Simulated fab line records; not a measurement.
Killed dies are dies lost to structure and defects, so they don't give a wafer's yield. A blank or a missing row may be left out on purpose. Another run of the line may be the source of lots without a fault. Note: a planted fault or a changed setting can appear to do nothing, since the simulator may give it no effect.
A struck lot beside a sound one    flow n5Finfet    14 steps out of a route of 1938
Sound: wafers L405.2, L405.3, L405.5. Wafers struck: L404.3, L404.4, L404.6. The cause is given at the end.
At each step with rows: each side's tool, then ch and its chambers, then its first start. Under that, the readings that differ: sound wafers    struck wafers    difference of the means    sigmas: that difference in standard deviations of wafers without a fault.
alike: readings with means less than 2 such deviations apart, plus words and numbers identical on both sides. not compared: withheld readings, readings lacking a value on some wafer, bounds such as >300 that could conceal the same value, and numbers that have no deviation in the record and whose values overlap.
The two part at a step that has a row with sigmas, a row that says differs or no value, or rows on one side only. Numbers that have no deviation but don't overlap get no sigmas and don't part them. A reading missing from all wafers of one side parts the sides only when that side holds two or more wafers.

first, 1 step without rows for these wafers: N5_MOL_CONTACT_COAG_WET_ETCH_116 (etches the open film in SC1-inhibited, target depth 4.6 nm, rinse time 30 s).
N5_MOL_CONTACT_COAG_ALD_27: deposits SiOC, target thk 17 nm, pulse time 1.5 s, time 2720 s.
  sound on aldSin-02 ch 0,2, day 8 07:08; struck on aldSin-01 ch 0,2,3, day 8 03:16
  alike: heaterPowerOuterW, heaterPowerW, precursorPulseHeightRel, susceptorTempC
N5_MOL_CONTACT_COAG_CMP_28: polishes, stops on SiNx, t overpolish 0.85 s, target thk 14.522 nm.
  sound on cmp-04 ch 1,2, day 8 08:43; struck on cmp-04 ch 0,3, day 8 04:52
  alike: motorCurrentA, timeToEndpointS
N5_MOL_CONTACT_COAG_THK_MEAS_29:
  sound on filmMetro-01, day 8 09:00; struck on filmMetro-01, day 8 05:07
  alike: MD_CAP_THK
N5_MOL_CONTACT_COAG_ALD_123: deposits SiNx, target thk 5 nm, pulse time 1 s, purge time 2 s.
  sound on aldSin-02 ch 1,3, day 8 11:04; struck on aldSin-04 ch 0,1, day 8 05:10
  alike: heaterPowerOuterW, heaterPowerW, precursorPulseHeightRel, susceptorTempC
then, 7 steps without rows for these wafers: N5_MOL_CONTACT_COAG_PECVD_31 (deposits SiO2 from TEOS/O2, target thk 46 nm, time 8.9 s); N5_MOL_CONTACT_COAG_COAT_75 (time 60 s, resist thk 60 nm); N5_MOL_CONTACT_COAG_COAT_76 (time 60 s, resist thk 10 nm); N5_MOL_CONTACT_COAG_COAT_77 (time 60 s, resist thk 10 nm); N5_MOL_CONTACT_COAG_COAT_78 (resist thk 40 nm); N5_MOL_CONTACT_COAG_EBR_80; N5_MOL_CONTACT_COAG_SOFTBAKE_79 (time 60 s).
N5_MOL_CONTACT_COAG_EXPOSE_81: exposes mask VG, defocus 0 nm.
  sound on euvScanner-01 ch 0, day 8 11:54; struck on euvScanner-02, day 8 05:52
  no value came back on the struck wafers for exposureDoseMJCm2, focusOffsetNm (nm); on the sound wafers exposureDoseMJCm2 reads 59.4 59.4 59.4
  alike: mask
then, 1 step without rows for these wafers: N5_MOL_CONTACT_COAG_PEB_82 (peb time 60 s).

== WHERE THEY PART ==
Only at N5_MOL_CONTACT_COAG_EXPOSE_81, within this record.

WHY: what the simulator had put in
Whole step skipped at N5_MOL_CONTACT_COAG_EXPOSE_81 on euvScanner-02, starting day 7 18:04. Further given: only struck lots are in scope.
